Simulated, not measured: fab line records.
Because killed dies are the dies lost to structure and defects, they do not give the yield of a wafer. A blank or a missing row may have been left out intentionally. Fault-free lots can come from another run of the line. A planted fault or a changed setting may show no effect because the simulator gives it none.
Matching of chambers    flow nand harc    NHARC_P_CONTACT_CMP_24 on cmp-04: 4 sister chambers
The step polishes, t overpolish 30 s, target thk 200 nm. 4 wafers are shown with their chamber, then 9 later ones without.

EACH WAFER AND ITS CHAMBER
wafer   chamber  motor current A (A)
L086.5  1        11.1
L087.2  0        12.7
L087.3  3        10.9
L087.5  2        11.4

WAFERS WHOSE CHAMBER IS MISSING
wafer   motor current A (A)
L090.2  11.8
L090.4  11.6
L090.5  13.1
L093.2  11.5
L093.4  13.0
L093.6  12.3
L095.2  10.6
L095.4  11.8
L095.6  10.9

THE CHAMBER EACH PASSED THROUGH
wafer   from the rows above                in truth
L090.2  can't be placed: 2 or 1 or 0 or 3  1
L090.4  can't be placed: 2 or 1 or 3       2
L090.5  0                                  0
L093.2  can't be placed: 2 or 1 or 3       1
L093.4  0                                  0
L093.6  can't be placed: 0 or 2            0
L095.2  can't be placed: 3 or 1 or 2       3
L095.4  can't be placed: 2 or 1 or 0 or 3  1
L095.6  can't be placed: 3 or 1 or 2       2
Placed correctly: 2 of 9. Cannot be placed on the basis of these rows: 7; the candidates contain the true chamber in 7. Placed wrongly: 0.
How it was worked out, from the rows above alone: a wafer's distance from a chamber is the root of the sum, over the readings, of the square of ((its reading less the chamber's mean) divided by the reading's scatter). If the next closest chamber is less than 2 further off than the closest, the wafer can't be placed; otherwise it belongs to the closest. The mean given for a chamber averages the wafers shown for that chamber. The scatter: with one shown wafer a chamber, the root of the mean of the squares of how far each hidden wafer lies from its nearest shown one.
